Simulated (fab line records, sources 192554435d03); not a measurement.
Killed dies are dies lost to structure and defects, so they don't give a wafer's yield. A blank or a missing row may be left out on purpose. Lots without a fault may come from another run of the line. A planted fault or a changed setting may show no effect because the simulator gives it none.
Chamber matching | flow n5_finfet | N5_DUMMY_GATE_ETCH_23 on rie_si-05: 4 sister chambers
The step etches poly-Si in HBr/Cl2/O2, target depth 41 nm, time 22.3 s. 8 wafers are shown with their chamber, then 8 later ones without.

WAFERS WITH THEIR CHAMBER
wafer  | chamber | drypump_motor_current_A (A) | throttle_valve_pct (%)
L076.5 | 1       | 5.7                         | 36.75
L078.3 | 2       | 4.9                         | 36.78
L078.4 | 0       | 6.0                         | 36.90
L078.6 | 3       | 6.1                         | 36.79
L079.2 | 2       | 4.9                         | 36.79
L079.3 | 1       | 5.8                         | 36.75
L079.4 | 3       | 6.1                         | 36.78
L080.1 | 0       | 6.0                         | 36.90

WAFERS WITHOUT THEIR CHAMBER
wafer  | drypump_motor_current_A (A) | throttle_valve_pct (%)
L080.3 | 4.9                         | 36.77
L080.5 | 6.0                         | 36.90
L083.2 | 6.1                         | 36.78
L083.5 | 6.1                         | 36.78
L083.6 | 4.9                         | 36.78
L089.1 | 5.7                         | 36.73
L089.2 | 6.1                         | 36.79
L089.4 | 4.8                         | 36.78

WHICH CHAMBER EACH WENT THROUGH
wafer  | from the rows above | in truth
L080.3 | 2                   | 2
L080.5 | 0                   | 0
L083.2 | 3                   | 3
L083.5 | 3                   | 3
L083.6 | 2                   | 2
L089.1 | 1                   | 1
L089.2 | 3                   | 3
L089.4 | 2                   | 2
Placed correctly: 8 of 8. Can't be placed from these rows: 0. Placed wrongly: 0.
How it was worked out, from the rows above alone: a wafer's distance from a chamber is the root of the sum, over the readings, of the square of ((its reading less the chamber's mean) divided by the reading's scatter). The wafer belongs to the nearest chamber; if the next one is less than 2 further off, it can't be placed. A chamber's mean is the mean of its shown wafers. The scatter: the root of (the sum of the squares of (reading less its chamber's mean) over the shown wafers, divided by (wafers less chambers)).
